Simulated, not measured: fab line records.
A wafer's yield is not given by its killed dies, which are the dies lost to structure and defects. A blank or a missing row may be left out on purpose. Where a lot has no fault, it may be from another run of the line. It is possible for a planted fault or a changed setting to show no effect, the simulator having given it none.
Matching of chambers | flow n5_finfet | N5_FIN_SAQP_ETCH_64 on rie_si-01: 4 sister chambers
The step etches SiO2 in CF4, target depth 1.5 nm. 4 wafers are shown with their chamber, then 7 later ones without.

## WAFERS PAIRED WITH THEIR CHAMBERS
wafer  | chamber | drypump_motor_current_A (A)
L085.3 | 1       | 6.3
L085.4 | 2       | 5.0
L093.1 | 0       | 5.5
L093.2 | 3       | 6.1

## WAFERS WITHOUT THEIR CHAMBER
wafer  | drypump_motor_current_A (A)
L093.4 | 5.1
L095.3 | 6.3
L095.5 | 5.6
L095.6 | 6.1
L097.2 | 5.6
L097.3 | 5.0
L097.5 | 5.0

## WHICH CHAMBER EACH ONE RAN IN
wafer  | from the rows above | in truth
L093.4 | 2                   | 2
L095.3 | 1                   | 1
L095.5 | 0                   | 0
L095.6 | 3                   | 3
L097.2 | 0                   | 0
L097.3 | 2                   | 2
L097.5 | 2                   | 2
Correctly placed: 7 of 7. Number that these rows cannot place: 0. Number placed wrongly: 0.
How it was worked out, from the rows above alone: a wafer's distance from a chamber is the root of the sum, over the readings, of the square of ((its reading less the chamber's mean) divided by the reading's scatter). The wafer belongs to the nearest chamber; if the next one is less than 2 further off, it can't be placed. The mean given for a chamber averages the wafers shown for that chamber. The scatter (one wafer shown for each chamber): square how far every hidden wafer sits from the nearest shown wafer, average those squares and take the square root.
